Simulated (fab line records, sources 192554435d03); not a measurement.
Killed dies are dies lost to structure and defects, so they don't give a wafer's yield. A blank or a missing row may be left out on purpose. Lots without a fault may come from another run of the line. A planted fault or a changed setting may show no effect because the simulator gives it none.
fab line records | flow n5_finfet
record lots=4 wafers=11 last_day=16
route steps=1938 shown MOL_CONTACT_COAG@548 BEOL_M4@1111 PASSIVATION@1936
lots that met no fault: from a run of the same line without faults
start_h: hours from the record's first day to the start of the lot's first wafer shown | wait_h: hours since the lot's step before | " the same as in the row above | L1.1+2: a row that stands for several wafers | - no value, or no start given | * or withheld: withheld | < > ~ a bound
route shown NAME@n: a module of which the file shows steps, and the number in the route of the first | usual: mean/standard deviation of fault-free wafers | same: alike in all rows | chamber/n: place in a boat | sites: the reading at each site | _std_site: their standard deviation | _edge_site: outer sites' mean less inner sites' | radius_mm: how far each site lies from the wafer's centre | mask NAME#n: copy n | behind: the tool/chamber that last shaped the wafer | hold: why the lot was held/for how many hours/how that ended | device: the transistor (n, p or np) that didn't switch | end of line: the same wafers' tests at the end of the route | a step without rows: its recipe alone | killed: dies lost to structure and defects at the first sort, not the wafer's yield | map: a wafer's dies, x killed, . not, _ none there
set.NAME: the setting as run; set.NAME@STEP: as run at that earlier step | model.NAME: the simulator's own value behind a step, which no gauge read
lots at some steps of the route; a table a step, a row a wafer
services: from which hour (start_h, from the record's first day; less than 0 if before it) a tool's chamber was out of use, for how many hours, and why
## steps
# step N5_MOL_CONTACT_COAG_CO_FILL_22
# recipe material=Co target_thk_a=200 temp_c=200 precursor=CCTBA/H2 pressure_torr=30
# step N5_MOL_CONTACT_COAG_ANNEAL_113
# recipe temp_c=400 time_s=300 ambient=H2/N2
# step N5_MOL_CONTACT_COAG_PRE_CLEAN_142
# recipe gas=H2/He time_s=60 temp_c=300
# step N5_MOL_CONTACT_COAG_SPUTTER_130
# recipe material=Co target_thk_a=475 temp_c=25 chamber_pressure_pa=0.5 power_w=3000
# step N5_MOL_CONTACT_COAG_PRECLEAN_125
# recipe chemistry=DIW time_s=57.5 temp_c=23
# step N5_MOL_CONTACT_COAG_SRD_126
# recipe dry_time_s=32 dry=n2_spin spin_rpm=1500
# step N5_MOL_CONTACT_COAG_CMP_23
# recipe stop_on=SiO2 t_overpolish_s=1.5 post_cmp_clean=cu_alkaline down_force_psi=2 platen_rpm=50.289 pad_velocity_m_s=1.0006 target_thk_nm=0
# step N5_MOL_CONTACT_COAG_WET_ETCH_26
# recipe target=Co target_depth_nm=13
# step N5_MOL_CONTACT_COAG_WET_ETCH_116
# recipe chemistry=SC1-inhibited target_depth_nm=4.6 dry=ipa_marangoni rinse_time_s=30 rinse_temp_c=23
# step N5_MOL_CONTACT_COAG_ALD_27
# recipe material=SiOC target_thk_a=170 temp_c=400 ald_precursor_family=carbosiloxane ald_co_reactant=H2-plasma pulse_time_s=1.5 time_s=2720 purge_time_s=2 co_reactant_purge_time_s=2 ald_cycles=340 pressure_torr=2
# step N5_MOL_CONTACT_COAG_CMP_28
# recipe stop_on=SiNx t_overpolish_s=0.85 post_cmp_clean=alkaline_brush down_force_psi=4.15 platen_rpm=51.8 pad_velocity_m_s=1.0307 target_thk_nm=14.522
# usual motor_current_A=12.8/1.3 time_to_endpoint_s=4.8/1.7
# same t_overpolish_s=0.85
# columns lot.wafer tool chamber start_h wait_h motor_current_A time_to_endpoint_s
L448.3 cmp-03 2 124.12 0.8 12.9 4.1
L448.1 " 3 " " 13.2 5.6
L448.6 " 2 " " 11.5 2.5
L449.4 cmp-03 2 139.62 0.9 12.4 9.3
L449.1 " 3 " " 14.0 5.8
L449.2 " 1 " " 10.7 5.2
L451.2 cmp-03 0 145.86 0.9 12.0 5.2
L451.6 " 2 " " 12.3 9.2
L463.4 cmp-02 0 221.01 0.8 13.1 3.1
L463.1 " 2 " " 10.6 5.2
L463.6 " 1 " " 14.7 6.3
# step N5_MOL_CONTACT_COAG_ALD_123
# recipe material=SiNx target_thk_a=50 temp_c=400 ald_precursor_family=SiH2I2 ald_co_reactant=N2/H2-plasma pulse_time_s=1 purge_time_s=2 co_reactant_purge_time_s=2 ald_cycles=100 pressure_torr=2
# step N5_MOL_CONTACT_COAG_PECVD_31
# recipe material=SiO2 target_thk_a=460 temp_c=400 precursor=TEOS/O2 pressure_torr=6.5 rf_w=withheld teos_flow_sccm=withheld gas=O2 flow_sccm=2650 time_s=8.9
# step N5_MOL_CONTACT_COAG_COAT_75
# recipe resist=SOC temp_c=250 time_s=60 spin_rpm=1500 resist_thk_nm=60
# step N5_MOL_CONTACT_COAG_COAT_76
# recipe resist=SiARC temp_c=220 time_s=60 spin_rpm=1500 resist_thk_nm=10
# step N5_MOL_CONTACT_COAG_COAT_77
# recipe resist=underlayer temp_c=205 time_s=60 spin_rpm=1500 resist_thk_nm=10
# step N5_MOL_CONTACT_COAG_COAT_78
# recipe resist=CAR-EUV spin_rpm=1500 resist_thk_nm=40
# step N5_MOL_CONTACT_COAG_EBR_80
# recipe solvent=PGMEA ebr_width_mm=1.5
# step N5_MOL_CONTACT_COAG_SOFTBAKE_79
# recipe temp_c=110 time_s=60 resist=CAR-EUV
# step N5_MOL_CONTACT_COAG_EXPOSE_81
# recipe mask_id=VG na=0.33 source_shape=annular sigma_inner=0.3 sigma_outer=0.7 polarization=unpolarized defocus_nm=0 dose_mj=59.5
# step N5_MOL_CONTACT_COAG_PEB_82
# recipe peb_temp_c=100 peb_time_s=60 resist=CAR-EUV
# step N5_MOL_CONTACT_COAG_DEVELOP_83
# recipe develop_time_s=30 developer=TMAH resist=CAR-EUV rinse_liquid=surfactant_rinse dry=air_spin dev_temp_c=23
# step N5_MOL_CONTACT_COAG_DESCUM_88
# recipe chemistry=O2 time_s=7 source_power_w=50 bias_power_w=20 pressure_mtorr=20 rf_frequency_hz=2.712e+07 temp_c=40 resist=CAR-EUV o2_flow_sccm=225
# step N5_MOL_CONTACT_COAG_ETCH_89
# recipe chemistry=N2/H2 target=underlayer target_depth_a=130 mask_material=CAR-EUV time_s=10.4 ion_energy_ev=200 pressure_mtorr=30 source_w=840 bias_w=150 n2_flow_sccm=200 h2_flow_sccm=200 ends=cleared
# step N5_MOL_CONTACT_COAG_ETCH_90
# recipe chemistry=CF4 target=SiARC target_depth_a=130 mask_material=CAR-EUV time_s=21.7 ion_energy_ev=80 pressure_mtorr=40 source_w=545 bias_w=36 Ar_flow_sccm=100 cf4_flow_sccm=100 ends=cleared
# step N5_MOL_CONTACT_COAG_ALD_131
# recipe material=SiO2 target_thk_a=50 temp_c=100 ald_precursor_family=BDEAS ald_co_reactant=O2-plasma pulse_time_s=1 co_reactant_pulse_time_s=1 purge_time_s=2 co_reactant_purge_time_s=2 ald_cycles=35 pressure_torr=2
# step N5_MOL_CONTACT_COAG_ETCHBACK_132
# recipe chemistry=CHF3 target=SiO2 target_depth_a=100 time_s=6.7 ion_energy_ev=200 pressure_mtorr=30 source_w=610 bias_w=170 Ar_flow_sccm=200 CHF3_flow_sccm=50
# step N5_MOL_CONTACT_COAG_ETCH_91
# recipe chemistry=N2/H2 target=SOC target_depth_a=600 overetch_a=210 mask_material=SiARC temp_c=40 time_s=101.2 ion_energy_ev=200 pressure_mtorr=30 source_w=840 bias_w=150 n2_flow_sccm=200 h2_flow_sccm=200
# step N5_MOL_CONTACT_COAG_STRIP_92
# recipe chemistry=N2/H2 temp_c=40 n2_flow_sccm=200 h2_flow_sccm=200 rf_frequency_hz=6e+07
# step N5_MOL_CONTACT_COAG_STRIP_93
# recipe chemistry=N2/H2 temp_c=40 n2_flow_sccm=200 h2_flow_sccm=200 rf_frequency_hz=6e+07
# step N5_MOL_CONTACT_COAG_ETCHBACK_135
# recipe chemistry=CHF3 target=SiO2 target_depth_a=250 time_s=16.7 ion_energy_ev=200 pressure_mtorr=30 source_w=610 bias_w=170 Ar_flow_sccm=200 CHF3_flow_sccm=50
# step N5_MOL_CONTACT_COAG_STRIP_118
# recipe chemistry=CHF3 resist=SiARC rf_frequency_hz=6e+07
# step N5_MOL_CONTACT_COAG_VIA_ETCH_46
# recipe chemistry=C4F6/O2 target_depth_a=460 overetch_a=92 mask_material=SOC target=SiO2 bias_w=455 pressure_mtorr=10 time_s=40 source_w=325 Ar_flow_sccm=300 C4F6_flow_sccm=10 O2_flow_sccm=10 ion_energy_ev=575.3 ends=end_point
# step N5_MOL_CONTACT_COAG_STRIP_96
# recipe chemistry=N2/H2 power_w=500 temp_c=40 pressure_mtorr=50 rf_frequency_hz=6e+07 overash_fraction=0.3 bias_power_w=28 h2_frac=0.5 n2_flow_sccm=300 h2_flow_sccm=300
# step N5_MOL_CONTACT_COAG_ETCH_47
# recipe chemistry=CH3F/O2 target=SiNx target_depth_a=270 mask_material=SiO2 stop_on=W over_etch_frac=0.2 ion_energy_ev=120 endpoint=OES-CN pressure_mtorr=30 source_w=395 bias_w=73 Ar_flow_sccm=150 CH3F_flow_sccm=30 O2_flow_sccm=20 ends=end_point
# usual drypump_motor_current_A=5.8/0.36 etch_rf_on_time_s=31.3/0.49 oes_f_703_au=0.80/0.09 oes_product_au=0.71/0.085 rf_vpp_V=297.0/2.9 showerhead_plenum_p_Torr=1.97/0.048 throttle_valve_pct=16.39/0.25
# columns lot.wafer tool chamber start_h wait_h drypump_motor_current_A etch_rf_on_time_s oes_f_703_au oes_product_au rf_hours_counter_h rf_vpp_V showerhead_plenum_p_Torr throttle_valve_pct model.etch.depth_nm
L448.1 rie_diel-06 1 126.13 0.0 6.0 31.6 0.75 0.67 147 301.1 2.00 16.47 17.99
L448.3 " 2 " " 5.9 31.9 0.70 0.61 251 294.8 1.97 16.32 17.97
L448.6 " 1 " " 6.0 31.9 0.74 0.67 - 299.5 2.00 16.46 18.15
L449.1 rie_diel-02 2 143.44 0.0 6.1 31.9 0.76 0.67 170 302.6 2.07 16.75 17.94
L449.2 " 0 " " 5.9 32.8 0.71 0.63 200 293.9 1.90 16.49 17.94
L449.4 " 0 " " 5.9 32.8 0.71 0.64 - 295.2 1.90 16.50 18.1
L451.2 rie_diel-02 3 147.87 0.0 6.1 31.5 0.73 0.64 184 296.2 1.91 16.85 17.96
L451.6 " 1 " " 5.0 32.3 0.75 0.65 - 295.7 1.92 16.38 18.06
L463.1 rie_diel-05 3 223.18 0.0 5.7 31.1 0.71 0.63 235 291.3 1.97 16.49 17.86
L463.4 " 1 " " 5.1 31.0 0.90 0.81 37 299.2 1.96 16.14 17.86
L463.6 " 2 " " 6.2 31.2 0.91 0.80 - 294.7 2.04 16.33 17.92
# step N5_MOL_CONTACT_COAG_STRIP_119
# recipe chemistry=N2/H2 time_s=30 power_w=1000 temp_c=250 pressure_mtorr=withheld n2_flow_sccm=1750 h2_flow_sccm=3250
# step N5_BEOL_M4_RC_MEAS_101
# usual DIBL_N=36.4/1.3 DIBL_P=36.5/1.7 IOFF_N=0.154/0.022 IOFF_P=0.202/0.025 ION_N=671/9.8 ION_P=460/6.8 SS_N=71.6/0.54 SS_P=73.4/0.58 VT_N=250.9/2.8 VT_P=-251.4/2.7
# columns lot.wafer tool chamber start_h wait_h DIBL_N[mV/V] DIBL_P[mV/V] IOFF_N[nA/um] IOFF_P[nA/um] ION_N[uA/um] ION_P[uA/um] SS_N[mV/dec] SS_P[mV/dec] VT_N[mV] VT_P[mV]
L448.1 prober-02 0 194.30 0.0 35.8 36.5 0.143 0.203 672 466 71.7 73.2 252.8 -251.1
L448.3 " 0 " " 38.1 39.0 0.183 0.240 677 465 72.5 73.4 246.3 -250.3
L448.6 " 0 " " 36.5 37.6 0.154 0.214 682 471 71.0 72.7 251.1 -248.0
L449.1 prober-02 0 204.81 0.0 37.7 37.5 0.182 0.241 695 472 71.4 73.5 246.7 -248.3
L449.2 " 0 " " 35.8 35.2 0.151 0.192 668 463 70.9 73.4 249.6 -249.4
L449.4 " 0 " " 37.0 36.3 0.168 0.210 681 465 70.9 73.1 247.7 -249.3
L451.2 prober-02 0 222.82 0.2 34.9 35.3 0.129 0.191 664 464 71.1 73.2 256.8 -250.7
L451.6 " 0 " " 35.3 35.7 0.141 0.204 670 465 71.6 74.0 254.5 -253.1
L463.1 prober-01 0 295.71 0.0 37.2 37.3 0.181 0.229 686 466 71.5 74.3 246.2 -252.0
L463.4 " 0 " " 37.4 36.9 0.176 0.230 676 461 72.2 74.3 249.3 -249.1
L463.6 " 0 " " 37.0 36.0 0.167 0.210 672 453 71.8 73.7 251.2 -250.0
# step N5_PASSIVATION_PROBE_49
# usual defect_limited_yield=91.1/1.3 killed_at_M0_to_M3=34/10 killed_at_M4_up=14/5.7 killed_at_contacts=12/5.9 killed_at_front_end=41/12 killed_at_other=4/3.1 killed_dies=105/15 killed_open=69/11 killed_short=35/7.8 sort_bin_5_function=5.3/0.81 sort_bin_6_memory=3.3/0.75 sort_n_pass=1075/15 sort_yield_pct=91.1/1.3
# same gross_dies=1180 killed_at_back_side=0 sort_bin_4_leakage[%]=0 sort_bin_8_speed[%]=0
# columns lot.wafer tool chamber start_h wait_h defect_limited_yield[%] killed_at_M0_to_M3 killed_at_M4_up killed_at_contacts killed_at_front_end killed_at_other killed_dies killed_open killed_short sort_bin_5_function[%] sort_bin_6_memory[%] sort_n_pass sort_yield_pct[%]
L449.4 prober-01 - 316.79 0.2 91.7 44 16 6 31 1 98 64 32 4.6 3.6 1082 91.7
L451.2 prober-02 - 329.70 0.1 90.0 37 9 8 60 4 118 74 39 6.0 3.3 1062 90.0
L451.6 prober-02 - 329.90 0.3 91.8 25 6 15 50 1 97 61 35 4.7 3.3 1083 91.8
# killed by level:class
L449.4 BEOL_M0_SAQP:geometric_particle:short=11 BEOL_M2:geometric_particle:open=10 BEOL_M0_SAQP:geometric_particle:open=8 BEOL_M4:geometric_particle:open=8 STI_FIN_REVEAL:geometric_particle:open=7 FIN_SAQP:geometric_particle:open=6 MOL_CONTACT_COAG:geometric_particle:open=6 FIN_SAQP:geometric_particle:short=5
L451.2 FIN_SAQP:geometric_particle:open=20 FIN_SAQP:geometric_particle:short=14 BEOL_M2:geometric_particle:open=13 BEOL_M3:geometric_particle:open=8 MOL_CONTACT_COAG:geometric_particle:open=6 STI_FIN_REVEAL:geometric_particle:open=5 BEOL_M2:geometric_particle:short=5 BEOL_M4:geometric_particle:open=5
L451.6 FIN_SAQP:geometric_particle:open=16 FIN_SAQP:geometric_particle:short=13 MOL_CONTACT_COAG:geometric_particle:open=12 BEOL_M2:geometric_particle:open=12 STI_FIN_REVEAL:geometric_particle:open=7 GATE_CUT:geometric_particle:short=5 MOL_CONTACT_COAG:geometric_particle:short=3 BEOL_M0_SAQP:geometric_particle:short=3
## services
# columns tool chamber start_h hours kind
rie_diel-06 0 102.20 - clean
rie_diel-06 0 102.20 - consumable_replace:focus_ring
rie_diel-06 0 102.20 26.8 scheduled_down
rie_diel-06 0 102.20 26.8 vent_cycle
rie_diel-05 1 112.02 - clean
rie_diel-05 1 112.02 - consumable_replace:focus_ring
rie_diel-05 1 112.02 15.9 scheduled_down
rie_diel-05 1 112.02 15.9 vent_cycle
rie_diel-05 3 117.14 1.4 repair
cmp-03 - 124.34 7.2 pm
rie_diel-06 2 129.03 - clean
rie_diel-06 2 129.03 - consumable_replace:focus_ring
rie_diel-06 2 129.03 18.5 scheduled_down
rie_diel-06 2 129.03 18.5 vent_cycle
cmp-02 - 134.51 5.8 pm
cmp-02 - 141.38 4.0 pm
rie_diel-05 0 158.30 8.1 repair
rie_diel-02 2 180.54 3.9 repair
rie_diel-05 3 185.11 4.9 repair
cmp-02 - 201.67 0.3 repair
rie_diel-06 2 209.85 1.5 repair
cmp-03 - 211.96 4.0 pm
cmp-03 - 215.96 - consumable_replace:conditioner
cmp-03 - 215.96 - consumable_replace:pad
## key
first_sign step=N5_MOL_CONTACT_COAG_CMP_28 reading=time_to_endpoint_s direction=up sigmas=2.7 usual=* struck=*
effect none on later readings
model_effect step=N5_MOL_CONTACT_COAG_ETCH_47 value=etch.depth_nm without=17.95 struck=18.08
met_at N5_MOL_CONTACT_COAG_CMP_28
struck_wafers L449.4,L451.6
fault kind=process_parameter_drift tool=cmp-03 chamber=- onset_h=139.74 steps=N5_MOL_CONTACT_COAG_CMP_28 channel=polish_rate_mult offset=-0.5 shape=step end_h=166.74 scope=struck_wafers_only
